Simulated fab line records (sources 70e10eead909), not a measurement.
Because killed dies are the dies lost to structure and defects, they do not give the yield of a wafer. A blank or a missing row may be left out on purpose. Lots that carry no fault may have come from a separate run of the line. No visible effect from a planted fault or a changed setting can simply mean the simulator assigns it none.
Matching of chambers    flow nand harc    NHARC_A_SGD_CUT_DESCUM_14 on rie diel-13: 4 sister chambers
The step chemistry O2, time 3 s. 16 wafers are shown with their chamber, then 8 later ones without.

== WAFERS PAIRED WITH THEIR CHAMBERS ==
wafer   chamber  drypump motor current A (A)  oes product au (a.u.)  rf vpp V (V)
L074.1  0        6.8                          1.006                  56.9
L074.3  2        5.3                          1.007                  56.4
L074.5  3        6.2                          0.980                  56.8
L076.4  2        5.3                          1.000                  58.0
L076.5  2        5.3                          1.009                  57.2
L076.6  0        6.7                          1.002                  57.2
L077.2  1        5.1                          0.998                  57.3
L077.3  1        5.1                          0.994                  58.2
L077.6  1        5.1                          0.988                  58.9
L080.3  1        5.1                          0.991                  56.6
L080.5  2        5.3                          1.011                  56.3
L080.6  1        5.1                          1.007                  58.8
L090.2  3        6.3                          0.985                  58.1
L090.3  2        5.3                          0.994                  58.6
L090.5  3        6.3                          0.998                  59.1
L091.4  3        6.3                          0.992                  57.9

SIGNATURES (averages over the wafers above)
reading                  chamber 0  chamber 1  chamber 2  chamber 3  scatter within a chamber
drypump motor current A  6.750      5.100      5.300      6.275      0.0323
oes product au           1.00400    0.99560    1.00420    0.98875    0.00713
rf vpp V                 57.050     57.960     57.300     57.975     0.942
Rule: a wafer lies at a distance from a chamber equal to the root of the sum of squares, over the readings, of (its reading less the chamber's mean, divided by the reading's scatter). If the next closest chamber is less than 2 further off than the closest, the wafer can't be placed; otherwise it belongs to the closest. The scatter: take each reading less its chamber's mean, square it, sum over the shown wafers, divide by the number of wafers less the number of chambers, and take the root.

== WAFERS WITH NO CHAMBER GIVEN ==
wafer   drypump motor current A (A)  oes product au (a.u.)  rf vpp V (V)
L091.5  6.2                          0.998                  58.5
L091.6  6.7                          0.999                  56.9
L094.2  6.2                          0.997                  57.5
L094.3  5.1                          0.997                  59.2
L094.5  5.3                          0.999                  59.6
L097.1  6.7                          0.998                  58.5
L097.2  5.1                          1.008                  57.4
L097.4  6.2                          1.006                  57.3

== WHICH CHAMBER EACH ONE RAN IN ==
wafer   from the rows above  in truth
L091.5  3                    3
L091.6  0                    0
L094.2  3                    3
L094.3  1                    1
L094.5  2                    2
L097.1  0                    0
L097.2  1                    1
L097.4  3                    3
Correct placement for 8 of the 8. Left unplaced by these rows: 0. 0 placed wrongly.
